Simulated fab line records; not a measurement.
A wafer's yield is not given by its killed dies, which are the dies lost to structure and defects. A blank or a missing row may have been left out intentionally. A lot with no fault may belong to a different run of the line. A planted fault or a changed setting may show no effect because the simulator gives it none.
fab line records	flow nand_harc
record lots=24	wafers=72	last_day=33
route steps=1302 shown P_ZERO_WELL@61 P_STI@92 P_GATE@145 P_CONTACT@233
lots that met no fault: taken from a fault-free run of the same line
start_h: start of the lot's first displayed wafer, in hours after the record's first day	wait_h: hours elapsed since this lot's preceding step	" identical to the entry in the row above	L1.1+2: one row covering several wafers at once	- no value present, or no start provided	* or withheld: withheld	< > ~ a bound
route shown NAME@n: NAME is a module with steps in the file, n the number in the route of the first one	usual: mean and standard deviation over wafers with no fault	same: alike in all rows	chamber/n: place in a boat	sites: readings site by site	_std_site: the standard deviation of these	_edge_site: mean of outer sites minus mean of inner sites	radius_mm: how far each site lies from the wafer's centre	mask NAME#n: copy n	behind: the last tool/chamber to shape the wafer	hold: the reason the lot was held/the length of the hold in hours/how it ended	device: which transistor (n, p or np) failed to switch	end of line: the route-end tests of the same wafers	step lacking rows: just its recipe	killed: not the wafer's yield, but the dies lost to structure and defects at the first sort	map: shows each die of a wafer: x if killed, . if not, _ if none is there
set.NAME: the setting as run; set.NAME@STEP: as run at that earlier step	model.NAME: the simulator's own value behind a step, which no gauge read
a sample of lots followed through the steps of the route, with each step as a table and each wafer as a row
services: from which hour (start_h, from the record's first day; less than 0 if before it) a tool's chamber was out of use, for how many hours, and why
## steps
# step NHARC_P_ZERO_WELL_DESCUM_54
# recipe time_s=3	o2_flow_sccm=200	ar_flow_sccm=0	bias_power_w=0	chemistry=O2
# usual drypump_motor_current_A=5.80/0.25	oes_product_au=1.001/0.013	rf_vpp_V=57.8/0.8	showerhead_plenum_p_Torr=1.94/0.062	throttle_valve_pct=11.311/0.0092
lot.wafer	tool	chamber	start_h	wait_h	drypump_motor_current_A	oes_product_au	rf_hours_counter_h	rf_vpp_V	showerhead_plenum_p_Torr	throttle_valve_pct
L074.3	rie_diel-04	2	26.36	-	6.27	1.007	6	58.7	2.06	11.304
L074.5	"	3	"	"	5.52	1.019	-	57.9	1.92	11.310
L074.6	"	0	"	"	5.92	1.010	-	59.9	1.96	11.331
L075.1	rie_diel-04	0	36.26	-	5.93	1.010	8	57.6	1.96	11.308
L075.6	"	2	"	"	6.25	1.007	-	58.1	2.05	11.303
L075.5	"	3	"	"	5.56	1.015	-	58.6	1.92	11.303
L076.3	rie_diel-04	3	45.91	-	5.52	1.006	10	56.2	1.92	11.307
L076.1	"	1	"	"	5.59	1.001	9	58.3	2.00	11.314
L076.6	"	0	"	"	5.91	0.999	-	57.6	1.95	11.320
L077.4	rie_diel-04	0	57.44	-	5.93	1.024	14	57.9	1.95	11.288
L077.2	"	3	"	"	5.53	1.012	14	57.9	1.92	11.306
L077.6	"	0	"	"	5.92	1.020	-	57.9	1.95	11.319
L078.2	rie_diel-12	0	65.71	-	5.84	0.999	52	57.0	1.88	11.308
L078.4	"	2	"	"	5.81	0.975	50	57.2	1.95	11.307
L078.6	"	3	"	"	5.59	1.008	-	56.8	1.85	11.310
L079.2	rie_diel-12	3	76.16	-	5.59	1.013	48	58.0	1.85	11.313
L079.1	"	0	"	"	5.82	1.003	53	57.1	1.88	11.312
L079.6	"	0	"	"	5.84	0.996	-	58.6	1.88	11.315
L080.2	rie_diel-04	1	85.76	-	5.58	0.993	22	57.6	1.99	11.303
L080.3	"	2	"	"	6.26	1.007	22	58.3	2.05	11.302
L080.5	"	1	"	"	5.56	0.996	-	56.9	1.99	11.302
L081.4	rie_diel-04	2	95.86	-	6.26	1.005	25	58.4	2.05	11.294
L081.6	"	3	"	"	5.54	1.009	-	58.5	1.92	11.314
L081.5	"	0	"	"	5.96	1.011	-	58.1	1.95	11.310
L082.4	rie_diel-04	2	105.90	-	6.24	1.013	30	59.7	2.05	11.319
L082.2	"	0	"	"	5.92	1.016	25	55.9	1.95	11.318
L082.6	"	3	"	"	5.55	1.001	-	58.3	1.91	11.321
L083.4	rie_diel-04	0	115.94	-	5.92	1.012	26	57.8	1.95	11.318
L083.2	"	2	"	"	6.25	1.007	32	56.6	2.05	11.320
L083.1	"	3	"	"	5.52	1.016	29	57.7	1.91	11.313
L084.2	rie_diel-04	3	125.90	-	5.51	1.001	32	57.0	1.91	11.305
L084.3	"	1	"	"	5.58	0.996	32	57.5	1.99	11.308
L084.6	"	3	"	"	5.54	1.009	-	58.4	1.91	11.325
L085.1	rie_diel-05	1	136.01	-	6.04	1.003	25	57.2	1.82	11.319
L085.3	"	2	"	"	6.11	0.995	23	57.6	1.92	11.321
L085.6	"	0	"	"	5.43	0.998	-	57.9	1.89	11.309
L086.1	rie_diel-12	2	145.94	-	5.80	1.001	15	56.8	1.94	11.304
L086.5	"	1	"	"	5.81	0.995	-	57.5	1.94	11.313
L086.6	"	2	"	"	5.81	0.993	-	58.9	1.94	11.307
L087.4	rie_diel-12	3	155.93	-	5.60	0.958	20	58.1	1.84	11.289
L087.1	"	0	"	"	5.85	0.998	19	57.8	1.87	11.313
L087.3	"	1	"	"	5.79	0.991	18	57.9	1.94	11.303
L088.3	rie_diel-04	3	166.06	-	5.53	1.000	48	58.1	1.91	11.307
L088.4	"	2	"	"	6.23	1.019	52	59.3	2.04	11.307
L088.6	"	0	"	"	5.90	1.010	-	56.7	1.94	11.297
L089.3	rie_diel-12	3	175.76	-	5.60	0.951	24	56.1	1.84	11.300
L089.1	"	0	"	"	5.83	0.995	27	58.9	1.87	11.297
L089.2	"	1	"	"	5.83	0.996	27	58.1	1.94	11.320
L090.1	rie_diel-05	2	185.91	-	6.07	0.998	35	57.8	1.92	11.294
L090.2	"	0	"	"	5.41	0.989	39	57.3	1.89	11.305
L090.5	"	2	"	"	6.06	0.988	-	57.7	1.92	11.297
L091.3	rie_diel-04	2	195.91	-	6.23	1.011	4	57.9	2.04	11.308
L091.1	"	3	"	"	5.58	1.005	3	58.0	1.91	11.312
L091.2	"	0	"	"	5.94	1.015	3	57.3	1.94	11.296
L092.4	rie_diel-04	3	208.06	-	5.54	1.011	6	57.1	1.91	11.328
L092.2	"	1	"	"	5.60	1.015	8	58.3	1.98	11.307
L092.6	"	0	"	"	5.93	1.010	-	58.6	1.94	11.317
L093.3	rie_diel-05	0	216.16	-	5.42	0.995	51	57.0	1.89	11.300
L093.1	"	3	"	"	5.76	0.985	46	57.4	1.87	11.296
L093.5	"	1	"	"	6.08	1.009	-	57.3	1.81	11.307
L094.3	rie_diel-04	3	226.08	-	5.54	1.011	12	57.0	1.90	11.312
L094.4	"	0	"	"	5.93	1.007	14	57.1	1.94	11.319
L094.5	"	1	"	"	5.59	0.999	-	58.1	1.98	11.299
L095.2	rie_diel-04	0	236.56	-	5.91	1.002	18	58.8	1.94	11.308
L095.3	"	2	"	"	6.21	0.999	15	57.2	2.03	11.301
L095.6	"	1	"	"	5.57	1.000	-	56.7	1.98	11.301
L096.1	rie_diel-05	2	246.07	-	6.05	1.010	2	57.9	1.91	11.302
L096.4	"	3	"	"	5.80	0.998	0	57.0	1.86	11.316
L096.2	"	0	"	"	5.42	0.990	2	57.5	1.88	11.318
L097.4	rie_diel-12	1	256.10	-	5.83	0.991	51	58.1	1.93	11.299
L097.6	"	0	"	"	5.82	0.998	-	55.7	1.86	11.299
L097.5	"	1	"	"	5.82	1.002	-	57.9	1.93	11.300
# step NHARC_P_STI_OCD_MEAS_17
# usual trench_depth_nm=300/6.2	trench_foot_cd_nm=158/3.5
lot.wafer	tool	chamber	start_h	wait_h	trench_depth_nm	trench_foot_cd_nm
L074.3	ocd-02	-	46.66	0.1	296	158
L074.5	"	-	"	"	307	162
L074.6	"	-	"	"	296	165
L075.1	ocd-02	-	56.39	0.1	294	152
L075.5	"	-	"	"	307	152
L075.6	"	-	"	"	301	156
L076.1	ocd-01	-	65.23	0.1	306	152
L076.3	"	-	"	"	297	153
L076.6	"	-	"	"	299	150
L077.2	ocd-01	-	77.94	0.1	304	153
L077.4	"	-	"	"	294	161
L077.6	"	-	"	"	298	156
L078.2	ocd-01	-	86.42	0.1	302	162
L078.4	"	-	"	"	307	157
L078.6	"	-	"	"	302	156
L079.1	ocd-01	-	94.35	0.1	306	156
L079.2	"	-	"	"	295	156
L079.6	"	-	"	"	297	154
L080.2	ocd-01	-	104.82	0.1	297	156
L080.3	"	-	"	"	300	159
L080.5	"	-	"	"	291	156
L081.4	ocd-01	-	113.80	0.1	307	153
L081.5	"	-	"	"	297	156
L081.6	"	-	"	"	306	159
L082.2	ocd-02	-	125.71	0.1	296	160
L082.4	"	-	"	"	297	164
L082.6	"	-	"	"	295	159
L083.1	ocd-01	-	137.41	0.1	286	159
L083.2	"	-	"	"	306	160
L083.4	"	-	"	"	312	156
L084.2	ocd-02	-	148.36	0.1	308	154
L084.3	"	-	"	"	306	157
L084.6	"	-	"	"	301	156
L085.1	ocd-01	-	157.18	0.1	306	155
L085.3	"	-	"	"	303	163
L085.6	"	-	"	"	315	156
L086.1	ocd-02	-	164.67	0.1	306	157
L086.5	"	-	"	"	308	153
L086.6	"	-	"	"	287	156
L087.1	ocd-02	-	173.66	0.1	303	159
L087.3	"	-	"	"	310	163
L087.4	"	-	"	"	300	166
L088.3	ocd-02	-	183.99	0.1	311	159
L088.4	"	-	"	"	304	153
L088.6	"	-	"	"	302	153
L089.1	ocd-01	-	194.93	0.1	298	156
L089.2	"	-	"	"	302	152
L089.3	"	-	"	"	292	154
L090.1	ocd-02	-	206.44	0.1	293	161
L090.2	"	-	"	"	288	160
L090.5	"	-	"	"	295	154
L091.1	ocd-01	-	214.78	0.1	299	160
L091.2	"	-	"	"	293	156
L091.3	"	-	"	"	299	162
L093.1	ocd-02	-	234.36	0.1	300	161
L093.3	"	-	"	"	291	161
L093.5	"	-	"	"	309	163
L092.2	ocd-02	-	234.96	0.1	304	161
L092.4	"	-	"	"	298	158
L092.6	"	-	"	"	295	157
L094.3	ocd-02	-	247.32	0.1	298	162
L094.4	"	-	"	"	301	155
L094.5	"	-	"	"	304	161
L095.2	ocd-02	-	257.34	0.1	305	159
L095.3	"	-	"	"	293	161
L095.6	"	-	"	"	299	159
L096.1	ocd-01	-	269.51	0.1	299	155
L096.2	"	-	"	"	300	160
L096.4	"	-	"	"	308	153
L097.4	ocd-01	-	273.74	0.1	290	153
L097.5	"	-	"	"	296	155
L097.6	"	-	"	"	300	156
# step NHARC_P_GATE_ETCH_104
# recipe target_depth_a=600	time_s=withheld	cf4_flow_sccm=100	chf3_flow_sccm=30	ar_flow_sccm=0	rf_w=500	bias_w=200	chemistry=CF4/CHF3
# usual cf4_flow_sccm=100.1/0.34	drypump_motor_current_A=5.8/0.49	oes_product_au=0.955/0.024	rf_vpp_V=370.8/2.6	showerhead_plenum_p_Torr=1.58/0.074	throttle_valve_pct=16.801/0.0098
lot.wafer	tool	chamber	start_h	wait_h	cf4_flow_sccm	drypump_motor_current_A	oes_product_au	rf_vpp_V	showerhead_plenum_p_Torr	throttle_valve_pct
L074.3	rie_diel-01	1	96.63	0.1	100.7	5.2	0.957	375.2	1.68	16.811
L074.6	"	1	"	"	100.0	5.2	0.955	374.0	1.68	16.807
L074.5	"	2	"	"	99.8	5.9	0.952	369.5	1.54	16.800
L075.1	rie_diel-13	2	107.39	0.1	100.1	6.6	0.929	373.1	1.65	16.790
L075.6	"	1	"	"	100.1	4.9	0.933	372.3	1.67	16.797
L075.5	"	2	"	"	100.0	6.6	0.928	371.6	1.65	16.786
L076.3	rie_diel-07	1	116.56	0.1	100.1	5.0	0.938	374.5	1.66	16.812
L076.1	"	2	"	"	99.7	5.7	0.925	368.6	1.47	16.798
L076.6	"	1	"	"	100.2	5.0	0.929	373.0	1.66	16.808
L077.2	rie_diel-07	2	132.78	0.1	100.1	5.7	0.977	368.2	1.47	16.803
L077.4	"	1	"	"	98.8	5.0	0.976	373.8	1.66	16.803
L077.6	"	3	"	"	100.1	5.7	0.936	368.8	1.54	16.795
L078.2	rie_diel-07	0	136.68	0.1	100.3	6.5	0.954	368.8	1.54	16.809
L078.4	"	3	"	"	100.0	5.6	0.969	369.2	1.54	16.786
L078.6	"	1	"	"	99.5	5.0	0.956	372.6	1.66	16.806
L079.2	rie_diel-07	1	143.89	0.1	99.9	5.0	0.968	374.4	1.66	16.791
L079.1	"	3	"	"	100.0	5.7	0.939	369.0	1.54	16.783
L079.6	"	1	"	"	99.6	5.0	0.967	373.5	1.66	16.802
L080.3	rie_diel-01	1	163.70	0.1	100.1	5.3	0.962	375.3	1.68	16.786
L080.2	"	0	"	"	100.8	6.2	0.986	374.2	1.65	16.816
L080.5	"	2	"	"	100.4	5.9	0.946	370.0	1.54	16.796
L081.4	rie_diel-01	1	170.20	0.1	100.4	5.2	0.965	372.8	1.68	16.808
L081.5	"	2	"	"	100.4	5.8	0.953	369.3	1.54	16.820
L081.6	"	3	"	"	100.3	5.9	1.009	366.0	1.49	16.795
L082.2	rie_diel-13	0	178.30	0.1	100.2	5.7	0.985	370.1	1.57	16.818
L082.4	"	1	"	"	100.3	4.9	0.959	374.9	1.67	16.805
L082.6	"	0	"	"	99.8	5.7	0.979	369.8	1.57	16.798
L083.2	rie_diel-07	3	195.18	0.1	100.0	5.6	0.936	369.2	1.54	16.807
L083.4	"	0	"	"	99.9	6.5	0.931	370.1	1.53	16.817
L083.1	"	2	"	"	99.4	5.7	0.977	365.5	1.47	16.790
L084.2	rie_diel-07	0	196.40	0.1	100.2	6.5	0.941	368.9	1.53	16.796
L084.3	"	1	"	"	99.9	5.0	0.951	371.8	1.65	16.799
L084.6	"	0	"	"	100.4	6.5	0.946	369.9	1.53	16.791
L085.1	rie_diel-13	3	206.47	0.1	100.0	6.2	0.939	368.7	1.53	16.804
L085.3	"	0	"	"	100.1	5.7	0.924	368.7	1.57	16.794
L085.6	"	3	"	"	100.3	6.2	0.941	367.2	1.53	16.809
L086.1	rie_diel-01	0	214.46	0.1	99.8	6.1	0.971	372.9	1.65	16.808
L086.6	"	3	"	"	100.2	5.9	1.009	367.7	1.49	16.816
L086.5	"	0	"	"	99.8	6.1	0.996	372.1	1.65	16.809
L087.1	rie_diel-01	0	222.36	0.1	100.2	6.2	0.977	373.6	1.65	16.804
L087.3	"	1	"	"	100.6	5.3	0.990	373.8	1.68	16.793
L087.4	"	3	"	"	99.9	5.9	1.008	368.6	1.49	16.803
L088.3	rie_diel-13	1	246.41	0.1	100.1	4.9	0.955	373.9	1.67	16.798
L088.6	"	3	"	"	99.6	6.2	0.981	369.5	1.53	16.804
L088.4	"	0	"	"	100.2	5.7	0.959	372.5	1.57	16.793
L089.1	rie_diel-01	1	247.26	0.1	100.0	5.2	0.997	373.7	1.68	16.803
L089.2	"	2	"	"	100.3	5.8	0.976	369.3	1.53	16.803
L089.3	"	3	"	"	100.3	5.9	0.974	368.7	1.48	16.779
L091.2	rie_diel-01	0	273.24	0.1	99.7	6.2	0.924	375.3	1.65	16.797
L091.1	"	1	"	"	100.3	5.2	0.939	374.4	1.68	16.817
L091.3	"	3	"	"	100.1	5.9	0.941	366.7	1.48	16.792
L090.1	rie_diel-13	2	273.38	0.1	99.7	6.6	0.952	372.3	1.65	16.802
L090.2	"	3	"	"	99.8	6.2	0.956	371.1	1.53	16.811
L090.5	"	2	"	"	99.9	6.6	0.934	372.8	1.65	16.822
L093.3	rie_diel-13	1	285.92	0.1	100.2	5.0	0.932	374.4	1.67	16.803
L093.1	"	0	"	"	99.8	5.7	0.937	370.8	1.57	16.792
L093.5	"	1	"	"	99.9	4.9	0.944	373.0	1.67	16.804
L092.2	rie_diel-01	0	286.73	0.1	99.8	6.2	0.945	374.3	1.65	16.799
L092.4	"	1	"	"	100.1	5.2	0.947	374.2	1.68	16.804
L092.6	"	3	"	"	100.3	5.9	0.953	367.8	1.48	16.801
L094.3	rie_diel-01	0	301.88	0.1	100.5	6.2	0.929	371.7	1.65	16.824
L094.4	"	3	"	"	100.2	5.9	0.930	368.7	1.48	16.814
L094.5	"	0	"	"	100.2	6.2	0.927	372.8	1.65	16.812
L095.3	rie_diel-07	0	313.72	0.1	100.5	6.5	0.975	369.5	1.53	16.805
L095.2	"	1	"	"	100.3	5.0	0.976	374.3	1.65	16.787
L095.6	"	2	"	"	99.6	5.6	0.949	366.5	1.47	16.793
L096.4	rie_diel-01	1	319.10	0.1	100.3	5.2	0.925	374.3	1.68	16.806
L096.1	"	3	"	"	100.2	5.9	0.922	367.3	1.49	16.801
L096.2	"	0	"	"	99.8	6.2	0.939	372.2	1.65	16.815
L097.4	rie_diel-01	1	319.73	0.1	99.9	5.2	0.981	374.7	1.68	16.809
L097.6	"	2	"	"	100.5	5.9	0.965	371.4	1.53	16.822
L097.5	"	3	"	"	100.1	5.8	0.976	367.9	1.48	16.775
# step NHARC_P_GATE_DESCUM_48
# recipe time_s=3	o2_flow_sccm=200	ar_flow_sccm=0	bias_power_w=0	chemistry=O2
# usual drypump_motor_current_A=5.8/0.55	oes_product_au=1.007/0.014	rf_vpp_V=57.7/0.88	showerhead_plenum_p_Torr=1.94/0.09	throttle_valve_pct=11.311/0.0089
lot.wafer	tool	chamber	start_h	wait_h	drypump_motor_current_A	oes_product_au	rf_hours_counter_h	rf_vpp_V	showerhead_plenum_p_Torr	throttle_valve_pct
L074.3	rie_diel-13	2	108.53	-	6.5	1.016	8	57.7	2.01	11.310
L074.6	"	1	"	"	4.9	1.004	-	56.5	2.04	11.311
L074.5	"	2	"	"	6.6	1.010	-	58.1	2.01	11.315
L075.1	rie_diel-01	1	119.31	-	5.2	1.002	6	57.4	2.06	11.293
L075.6	"	0	"	"	6.2	1.009	-	58.5	2.02	11.301
L075.5	"	1	"	"	5.2	0.997	-	57.4	2.06	11.308
L076.1	rie_diel-01	3	128.42	-	5.8	1.051	6	57.3	1.80	11.304
L076.3	"	1	"	"	5.2	1.008	6	59.0	2.06	11.312
L076.6	"	0	"	"	6.2	1.007	-	59.0	2.02	11.317
L077.2	rie_diel-13	0	144.59	-	5.7	0.997	10	58.3	1.91	11.317
L077.4	"	2	"	"	6.5	1.006	9	58.0	2.01	11.299
L077.6	"	0	"	"	5.7	0.991	-	58.1	1.91	11.311
L078.2	rie_diel-07	3	148.52	-	5.7	0.969	1	57.8	1.87	11.301
L078.4	"	1	"	"	5.0	0.987	1	59.6	2.02	11.314
L078.6	"	3	"	"	5.7	0.971	-	58.1	1.87	11.311
L079.2	rie_diel-07	1	155.79	-	5.0	0.996	1	58.5	2.02	11.313
L079.1	"	2	"	"	5.7	1.019	1	56.4	1.78	11.309
L079.6	"	1	"	"	5.0	1.001	-	58.0	2.02	11.302
L080.2	rie_diel-13	1	175.50	-	5.0	0.995	0	58.0	2.04	11.301
L080.3	"	2	"	"	6.5	1.035	0	57.8	2.01	11.304
L080.5	"	2	"	"	6.6	1.027	-	57.9	2.01	11.322
L081.4	rie_diel-13	1	182.03	-	4.9	1.009	0	57.8	2.04	11.309
L081.5	"	2	"	"	6.5	1.024	-	56.5	2.01	11.294
L081.6	"	3	"	"	6.2	1.023	-	56.7	1.86	11.315
L082.2	rie_diel-07	1	190.11	-	5.0	1.000	3	58.9	2.02	11.307
L082.4	"	2	"	"	5.7	1.009	-	57.2	1.78	11.306
L082.6	"	3	"	"	5.6	0.977	-	56.8	1.87	11.320
L083.2	rie_diel-13	1	207.10	-	4.9	1.000	2	58.3	2.04	11.330
L083.1	"	3	"	"	6.2	1.027	2	57.3	1.86	11.322
L083.4	"	0	"	"	5.7	1.007	2	57.5	1.91	11.303
L084.3	rie_diel-13	0	210.34	-	5.7	0.993	2	56.6	1.91	11.315
L084.2	"	2	"	"	6.6	1.030	3	58.5	2.01	11.300
L084.6	"	3	"	"	6.2	1.012	-	57.6	1.86	11.301
L085.1	rie_diel-13	0	218.33	-	5.7	1.005	3	57.9	1.90	11.303
L085.3	"	1	"	"	4.9	1.001	3	59.1	2.04	11.300
L085.6	"	1	"	"	4.9	1.006	-	57.1	2.03	11.298
L086.1	rie_diel-13	1	226.78	-	4.9	1.004	5	57.4	2.04	11.302
L086.5	"	0	"	"	5.7	1.009	-	57.4	1.90	11.314
L086.6	"	1	"	"	4.9	0.996	-	59.1	2.03	11.313
L087.3	rie_diel-01	2	234.37	-	5.9	0.986	1	59.0	1.86	11.313
L087.4	"	3	"	"	5.9	1.019	1	56.3	1.80	11.294
L087.1	"	0	"	"	6.2	1.000	1	59.8	2.02	11.312
L088.3	rie_diel-13	2	258.35	-	6.6	1.012	3	58.9	2.01	11.309
L088.4	"	1	"	"	5.0	1.002	8	58.2	2.03	11.305
L088.6	"	3	"	"	6.2	1.012	-	56.3	1.86	11.307
L089.1	rie_diel-13	2	259.15	-	6.5	1.011	3	57.1	2.01	11.312
L089.2	"	3	"	"	6.2	1.025	8	57.1	1.86	11.298
L089.3	"	1	"	"	4.9	1.006	8	57.5	2.03	11.317
L091.3	rie_diel-13	2	284.95	-	6.6	1.009	5	59.0	2.01	11.322
L091.2	"	3	"	"	6.2	1.012	9	57.6	1.86	11.311
L091.1	"	0	"	"	5.7	1.005	9	57.0	1.90	11.322
L090.2	rie_diel-07	2	285.38	-	5.7	1.009	5	57.6	1.78	11.309
L090.1	"	3	"	"	5.6	0.967	6	57.0	1.87	11.308
L090.5	"	0	"	"	6.5	0.990	-	56.6	1.86	11.327
L093.1	rie_diel-01	0	297.69	-	6.2	1.004	3	57.5	2.02	11.318
L093.3	"	1	"	"	5.2	1.011	3	57.7	2.05	11.311
L093.5	"	1	"	"	5.2	1.022	-	57.8	2.05	11.314
L092.2	rie_diel-13	2	298.55	-	6.6	1.015	6	56.9	2.01	11.312
L092.4	"	3	"	"	6.3	1.009	10	58.7	1.86	11.298
L092.6	"	3	"	"	6.3	1.024	-	59.0	1.86	11.324
L094.3	rie_diel-13	1	313.92	-	4.9	0.999	14	57.3	2.03	11.299
L094.5	"	0	"	"	5.7	1.007	-	56.3	1.90	11.329
L094.4	"	1	"	"	4.9	1.003	-	56.6	2.03	11.298
L095.2	rie_diel-01	3	325.61	-	5.9	1.019	4	56.2	1.80	11.320
L095.3	"	0	"	"	6.2	1.013	4	58.0	2.02	11.303
L095.6	"	2	"	"	5.8	0.996	-	56.6	1.86	11.314
L096.4	rie_diel-07	1	330.96	-	5.0	0.996	2	59.2	2.02	11.316
L096.2	"	2	"	"	5.7	1.001	2	58.4	1.78	11.296
L096.1	"	3	"	"	5.7	0.980	2	57.7	1.87	11.305
L097.4	rie_diel-01	0	331.63	-	6.2	1.013	5	57.1	2.01	11.302
L097.6	"	0	"	"	6.2	1.016	-	57.4	2.01	11.333
L097.5	"	1	"	"	5.2	1.019	-	58.2	2.05	11.295
# step NHARC_P_GATE_DEGAS_109
# recipe temp_c=300	time_s=60
# usual heater_power_w=480/49
lot.wafer	tool	chamber	start_h	wait_h	heater_power_w
L074.3	pvd_sputter-03	-	113.75	0.1	511
L074.6	"	-	"	"	480
L074.5	"	-	"	"	405
L075.1	pvd_sputter-02	-	124.63	0.1	465
L075.6	"	-	"	"	555
L075.5	"	-	"	"	575
L076.3	pvd_sputter-01	-	133.84	0.1	445
L076.1	"	-	"	"	544
L076.6	"	-	"	"	424
L077.4	pvd_sputter-03	-	149.84	0.1	544
L077.2	"	-	"	"	429
L077.6	"	-	"	"	414
L078.2	pvd_sputter-01	-	153.91	0.1	426
L078.4	"	-	"	"	523
L078.6	"	-	"	"	534
L079.2	pvd_sputter-02	-	161.07	0.1	537
L079.1	"	-	"	"	477
L079.6	"	-	"	"	424
L080.2	pvd_sputter-03	-	180.78	0.1	509
L080.3	"	-	"	"	424
L080.5	"	-	"	"	422
L081.4	pvd_sputter-03	-	187.44	0.1	426
L081.5	"	-	"	"	414
L081.6	"	-	"	"	520
L082.4	pvd_sputter-02	-	195.42	0.1	419
L082.2	"	-	"	"	545
L082.6	"	-	"	"	465
L083.2	pvd_sputter-01	-	212.38	0.1	539
L083.4	"	-	"	"	419
L083.1	"	-	"	"	425
L084.3	pvd_sputter-02	-	215.73	0.1	539
L084.2	"	-	"	"	444
L084.6	"	-	"	"	536
L085.1	pvd_sputter-03	-	223.62	0.1	490
L085.3	"	-	"	"	434
L085.6	"	-	"	"	489
L086.1	pvd_sputter-02	-	232.23	0.1	435
L086.6	"	-	"	"	466
L086.5	"	-	"	"	427
L087.3	pvd_sputter-02	-	239.59	0.1	578
L087.1	"	-	"	"	462
L087.4	"	-	"	"	422
L088.3	pvd_sputter-03	-	263.74	0.1	511
L088.4	"	-	"	"	421
L088.6	"	-	"	"	508
L089.2	pvd_sputter-01	-	264.57	0.1	451
L089.1	"	-	"	"	481
L089.3	"	-	"	"	524
L091.1	pvd_sputter-01	-	290.11	0.1	445
L091.3	"	-	"	"	482
L091.2	"	-	"	"	465
L090.2	pvd_sputter-03	-	290.87	0.1	487
L090.1	"	-	"	"	422
L090.5	"	-	"	"	425
L093.3	pvd_sputter-02	-	303.11	0.1	522
L093.1	"	-	"	"	452
L093.5	"	-	"	"	531
L092.4	pvd_sputter-01	-	303.99	0.1	529
L092.2	"	-	"	"	493
L092.6	"	-	"	"	476
L094.4	pvd_sputter-01	-	319.51	0.1	469
L094.3	"	-	"	"	528
L094.5	"	-	"	"	498
L095.3	pvd_sputter-01	-	330.90	0.1	477
L095.2	"	-	"	"	530
L095.6	"	-	"	"	468
L096.1	pvd_sputter-01	-	336.12	0.1	518
L096.2	"	-	"	"	440
L096.4	"	-	"	"	479
L097.4	pvd_sputter-02	-	337.11	0.1	473
L097.6	"	-	"	"	415
L097.5	"	-	"	"	521
# step NHARC_P_CONTACT_OVL_MEAS_13
# usual overlay_x_nm=0.2/0.59	overlay_y_nm=0.2/0.88
lot.wafer	tool	chamber	start_h	wait_h	overlay_x_nm	overlay_y_nm
L074.3	overlay-02	-	116.41	-	-0.7	0.3
L074.5	"	-	"	"	-0.8	0.1
L074.6	"	-	"	"	-1.1	0.2
L075.1	overlay-02	-	127.26	-	-0.5	0.4
L075.5	"	-	"	"	0.3	0.6
L075.6	"	-	"	"	0.4	0.1
L076.1	overlay-02	-	136.37	-	1.1	-1.0
L076.3	"	-	"	"	0.8	-1.1
L076.6	"	-	"	"	1.3	-1.1
L077.2	overlay-02	-	152.38	-	1.2	-0.6
L077.4	"	-	"	"	0.6	-0.7
L077.6	"	-	"	"	0.5	-0.8
L078.2	overlay-02	-	156.44	-	-0.5	0.2
L078.4	"	-	"	"	-0.5	1.1
L078.6	"	-	"	"	0.2	0.9
L079.1	overlay-01	-	163.71	-	0.4	1.2
L079.2	"	-	"	"	0.7	0.9
L079.6	"	-	"	"	0.9	1.2
L080.2	overlay-02	-	183.42	-	0.0	0.5
L080.3	"	-	"	"	0.3	0.5
L080.5	"	-	"	"	0.5	0.8
L081.4	overlay-01	-	190.09	-	1.2	-0.7
L081.5	"	-	"	"	0.9	-0.6
L081.6	"	-	"	"	0.7	-0.6
L082.2	overlay-02	-	198.07	-	0.0	-0.1
L082.4	"	-	"	"	-0.1	0.1
L082.6	"	-	"	"	0.0	0.1
L083.1	overlay-02	-	215.03	-	0.5	0.9
L083.2	"	-	"	"	0.5	0.6
L083.4	"	-	"	"	0.2	0.7
L084.2	overlay-02	-	218.40	-	1.0	1.4
L084.3	"	-	"	"	0.7	1.9
L084.6	"	-	"	"	0.3	1.7
L085.1	overlay-01	-	226.26	-	0.7	1.4
L085.3	"	-	"	"	0.4	0.3
L085.6	"	-	"	"	0.3	0.8
L086.1	overlay-02	-	234.98	-	-0.2	0.7
L086.5	"	-	"	"	-0.1	0.9
L086.6	"	-	"	"	0.3	1.1
L087.1	overlay-02	-	242.11	-	1.3	0.4
L087.3	"	-	"	"	1.4	1.2
L087.4	"	-	"	"	0.8	1.1
L088.3	overlay-01	-	266.40	-	0.3	-0.7
L088.4	"	-	"	"	-0.6	0.0
L088.6	"	-	"	"	0.0	0.0
L089.1	overlay-01	-	267.21	-	0.3	0.6
L089.2	"	-	"	"	0.1	0.2
L089.3	"	-	"	"	0.0	0.9
L091.1	overlay-02	-	292.78	-	0.2	-0.7
L091.2	"	-	"	"	0.4	-0.1
L091.3	"	-	"	"	-0.4	-0.6
L090.1	overlay-01	-	293.50	-	0.9	0.5
L090.2	"	-	"	"	1.1	0.1
L090.5	"	-	"	"	0.6	0.8
L093.1	overlay-02	-	305.76	-	0.7	0.2
L093.3	"	-	"	"	0.9	0.6
L093.5	"	-	"	"	0.7	0.3
L092.2	overlay-01	-	306.51	-	0.0	-0.7
L092.4	"	-	"	"	0.0	-0.3
L092.6	"	-	"	"	-0.7	0.1
L094.3	overlay-02	-	322.16	-	-0.3	-0.9
L094.4	"	-	"	"	-0.4	-0.3
L094.5	"	-	"	"	-0.7	-0.5
L095.2	overlay-02	-	333.42	-	-0.5	1.8
L095.3	"	-	"	"	-0.5	1.8
L095.6	"	-	"	"	-0.4	2.3
L096.1	overlay-01	-	338.80	-	-0.8	0.1
L096.2	"	-	"	"	-0.8	0.0
L096.4	"	-	"	"	-0.1	0.0
L097.4	overlay-01	-	339.61	-	0.2	-1.6
L097.5	"	-	"	"	1.2	-1.5
L097.6	"	-	"	"	0.0	-1.8
## services
tool	chamber	start_h	hours	kind
rie_diel-01	1	8.16	4.2	repair
rie_diel-01	-	26.80	9.0	pm
rie_diel-01	0	90.23	7.8	repair
rie_diel-04	-	110.16	0.6	repair
rie_diel-07	-	117.20	9.0	pm
rie_diel-13	1	120.04	4.3	repair
rie_diel-13	0	125.28	4.0	repair
rie_diel-13	0	134.27	2.6	repair
rie_diel-13	-	165.00	9.0	pm
rie_diel-04	-	177.90	9.0	pm
rie_diel-01	0	185.15	2.8	repair
rie_diel-07	0	189.96	4.2	repair
rie_diel-01	-	203.80	9.0	pm
rie_diel-13	2	220.15	34.9	repair
rie_diel-13	3	236.14	2.6	repair
rie_diel-07	-	239.29	0.7	repair
rie_diel-04	0	255.46	68.1	repair
rie_diel-04	1	261.61	7.5	repair
rie_diel-07	1	285.15	4.3	repair
rie_diel-13	2	290.62	6.3	repair
rie_diel-01	2	294.55	8.8	repair
rie_diel-13	3	305.49	14.4	repair
rie_diel-01	-	307.05	0.8	repair
rie_diel-04	1	318.80	8.2	repair
## key
fault none
